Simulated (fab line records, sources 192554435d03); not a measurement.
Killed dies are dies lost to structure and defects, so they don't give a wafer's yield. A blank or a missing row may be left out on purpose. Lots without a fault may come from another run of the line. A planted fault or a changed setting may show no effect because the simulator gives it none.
Split-lot experiment | flow n5_finfet | 7 lots, 21 wafers read, on a route of 1938 steps

THE SPLIT
At N5_BEOL_M14_SPUTTER_44 (material Ta, target thk 15 nm, time 24.19 s), the setting time_s was moved away from the recipe's 24.19 s on 9 of the 21 wafers read, by -11.7% to +4.4%. The other wafers ran this setting at the recipe's value.

The reading is taken at the split's own step.

THE READING
Ta_of_BEOL_M14_SPUTTER_44.thk_nm (the simulator's own value, which no gauge read), in nm, at N5_BEOL_M14_SPUTTER_44 (material Ta, target thk 15 nm, time 24.19 s). The file gives no usual value for it. The 12 wafers here that ran the recipe average 14.8 nm, standard deviation 0.28 nm.

wafer  | tool, chamber at the split | time_s as run, s | against the recipe | Ta_of_BEOL_M14_SPUTTER_44.thk_nm, nm | against lot-mates on the recipe
L077.1 | pvd_sputter-01, -          | 24.19            | recipe             | 14.6                                 | -
L077.5 | pvd_sputter-01, -          | 22.7             | -6.2%              | 13.8                                 | -0.8
L077.6 | pvd_sputter-01, -          | 22.7             | -6.2%              | 13.8                                 | -0.8
L080.1 | pvd_sputter-01, -          | 24.19            | recipe             | 15                                   | -
L080.3 | pvd_sputter-01, -          | 25.25            | +4.4%              | 15.6                                 | +0.6
L080.6 | pvd_sputter-01, -          | 25.25            | +4.4%              | 15.8                                 | +0.8
L081.1 | pvd_sputter-02, -          | 22.81            | -5.7%              | 13.8                                 | -0.8
L081.5 | pvd_sputter-02, -          | 22.81            | -5.7%              | 13.8                                 | -0.8
L081.2 | pvd_sputter-02, -          | 24.19            | recipe             | 14.6                                 | -
L082.2 | pvd_sputter-02, -          | 24.19            | recipe             | 15.2                                 | -
L082.3 | pvd_sputter-02, -          | 24.19            | recipe             | 15.2                                 | -
L082.4 | pvd_sputter-02, -          | 24.19            | recipe             | 14.8                                 | -
L086.2 | pvd_sputter-02, -          | 21.37            | -11.7%             | 13.6                                 | -1.2
L086.5 | pvd_sputter-02, -          | 24.19            | recipe             | 14.8                                 | -
L086.6 | pvd_sputter-02, -          | 21.37            | -11.7%             | 13.8                                 | -1.0
L091.3 | pvd_sputter-01, -          | 24.19            | recipe             | 15.2                                 | -
L091.4 | pvd_sputter-01, -          | 24.19            | recipe             | 15                                   | -
L091.6 | pvd_sputter-01, -          | 24.19            | recipe             | 14.8                                 | -
L093.2 | pvd_sputter-02, -          | 21.96            | -9.2%              | 13.2                                 | -1.2
L093.3 | pvd_sputter-02, -          | 24.19            | recipe             | 14.4                                 | -
L093.5 | pvd_sputter-02, -          | 24.19            | recipe             | 14.4                                 | -

THE FIT
A straight line over all 21 wafers: Ta_of_BEOL_M14_SPUTTER_44.thk_nm changes by +0.138 nm for each +1% of time_s; r = +0.90; the points scatter about the line by 0.32 nm.
The same after taking each lot's own level away (the mean of its wafers on the recipe; 21 wafers): +0.117 nm for each +1%; r = +0.96; scatter 0.16 nm.
On that fit, the largest move of time_s shifts the reading by 1.4 nm.
The lots' own levels span 14.40 to 15.07 nm, that is 2.4 times the standard deviation above.
So the lot-to-lot level changes the slope: the two fits differ.
Check: with one of the wafers moved furthest among these (-11.7%) left out of the fit, the line predicts -1.39 nm for it against its lot-mates. It came out at -1.2 nm against them.

OTHER SPLITS ON THESE WAFERS
These wafers also went through other splits before the reading. Each is held against what the fit with the lots' levels taken away leaves over:
other split on the same wafers | wafers away from the commonest value | r with Ta_of_BEOL_M14_SPUTTER_44.thk_nm (lot level and that fit taken away)
N5_BEOL_M14_COAT_66 spin_rpm   | 9                                    | +0.26

THE FILE'S OWN FIT
Ta_of_BEOL_M14_SPUTTER_44.thk_nm changes by +0.117 nm for each +1% of time_s, r = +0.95.
